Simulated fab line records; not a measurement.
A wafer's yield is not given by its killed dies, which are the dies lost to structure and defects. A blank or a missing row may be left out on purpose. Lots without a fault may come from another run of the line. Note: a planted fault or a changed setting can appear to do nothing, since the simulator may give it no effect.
Which tool was responsible?    flow nand harc    11 lots, 33 wafers sampled, at 5 steps of a route of 1302

WHAT THE GAUGES SHOWED, per wafer
NHARC_END_SORT_01.
lot   measured      on         killed at array
L397  day 28 16:27  prober-02  93 101 87
L399  day 29 04:04  prober-02  58 60 43
L406  day 32 18:13  prober-01  84 88 74
L409  day 33 04:07  prober-01  75 62 66
L411  day 34 01:14  prober-01  59 50 55
L410  day 34 01:17  prober-02  60 68 52

WHAT TOOL EACH LOT RAN ON (gives the tool, then ch and the chambers of the sampled wafers, and finally the start)
lot   NHARC_A_STAIRCASE_ETCH_169          NHARC_A_STAIRCASE_ETCH_170                     NHARC_A_STAIRCASE_STRIP_171           NHARC_A_STAIRCASE_DESCUM_11
L388  rie diel-05 ch 0,1,2, day 15 17:33  rie diel-05 ch 1,2,3, day 15 17:50 or earlier  plasma asher-02 ch 0, day 15 17:50    rie diel-05 ch 0,2,3, day 15 19:25
L390  rie diel-12 ch 1,2, day 16 17:20    rie diel-12 ch 1,2, day 16 17:43 or earlier    plasma asher-01 ch 0,1, day 16 17:43  rie diel-12 ch 1,2, day 16 19:07
L393  rie diel-05 ch 0,2, day 17 21:14    rie diel-05 ch 0,2, day 17 21:29 or earlier    plasma asher-02 ch 0,1, day 17 21:29  rie diel-05 ch 0,1,2, day 17 23:01
L396  rie diel-12 ch 0,1, day 19 00:02    rie diel-12 ch 0,2, day 19 00:19 or earlier    plasma asher-01 ch 0,1, day 19 00:19  rie diel-05 ch 1,3, day 19 01:47
L397  rie diel-05 ch 0,2,3, day 19 21:00  rie diel-05 ch 1,2,3, day 19 21:18 or earlier  plasma asher-01 ch 0,1, day 19 21:18  rie diel-05 ch 0,1, day 19 22:44
L399  rie diel-05 ch 1,2,3, day 20 00:07  rie diel-05 ch 0,2, day 20 00:22 or earlier    plasma asher-02 ch 0,1, day 20 00:22  rie diel-05 ch 0,1, day 20 01:55
L402  rie diel-03 ch 0,1, day 21 18:50    rie diel-03 ch 0,1,2, day 21 19:07 or earlier  plasma asher-02 ch 0,1, day 21 19:07  rie diel-12 ch 1,2, day 21 20:36
L406  rie diel-12 ch 0,1, day 23 15:38    rie diel-12 ch 0,1, day 23 15:51 or earlier    plasma asher-01 ch 0,1, day 23 15:51  rie diel-03 ch 0,1,3, day 23 17:24
L409  rie diel-12 ch 0,2,3, day 24 12:16  rie diel-12 ch 0,1,3, day 24 12:29 or earlier  plasma asher-02 ch 0,1, day 24 12:29  rie diel-03 ch 0,1,2, day 24 14:00
L411  rie diel-05 ch 1,2,3, day 25 00:02  rie diel-05 ch 0,2,3, day 25 00:22 or earlier  plasma asher-01 ch 0,1, day 25 00:22  rie diel-05 ch 0,1,3, day 25 01:53
L410  rie diel-05 ch 1,2, day 25 00:25    rie diel-05 ch 1,2,3, day 25 00:40 or earlier  plasma asher-02 ch 0,1, day 25 00:40  rie diel-05 ch 0,3, day 25 02:12
- NHARC_A_STAIRCASE_ETCH_169: etches the open film in CH3F/O2, target depth 50 nm, time 107.1 s.
- NHARC_A_STAIRCASE_ETCH_170: etches the open film in C4F6/O2, target depth 200 nm, time 66.667 s.
- NHARC_A_STAIRCASE_STRIP_171: strips in O2.
- NHARC_A_STAIRCASE_DESCUM_11: chemistry O2, time 3 s.

THE ANSWER, worked out from the rows above alone
Rule: usual is defined by the lots themselves. The widest of any qualifying gaps counts: lots, ordered by their means at a reading, are off when they make up no more than a third of the lots, leave a main group of 4 or more, and stand apart from it by 3 or more times the standard deviation of that group's means. Not used: any main group whose means are identical at the precision the tables above print for the reading. A lot without any number at a reading at which 4 lots or more have one is off too. Any other lot the step has rows for is counted as sound.
None of the lots is off at any reading shown; this tells nothing.

WHAT WAS PUT IN BY THE SIMULATOR
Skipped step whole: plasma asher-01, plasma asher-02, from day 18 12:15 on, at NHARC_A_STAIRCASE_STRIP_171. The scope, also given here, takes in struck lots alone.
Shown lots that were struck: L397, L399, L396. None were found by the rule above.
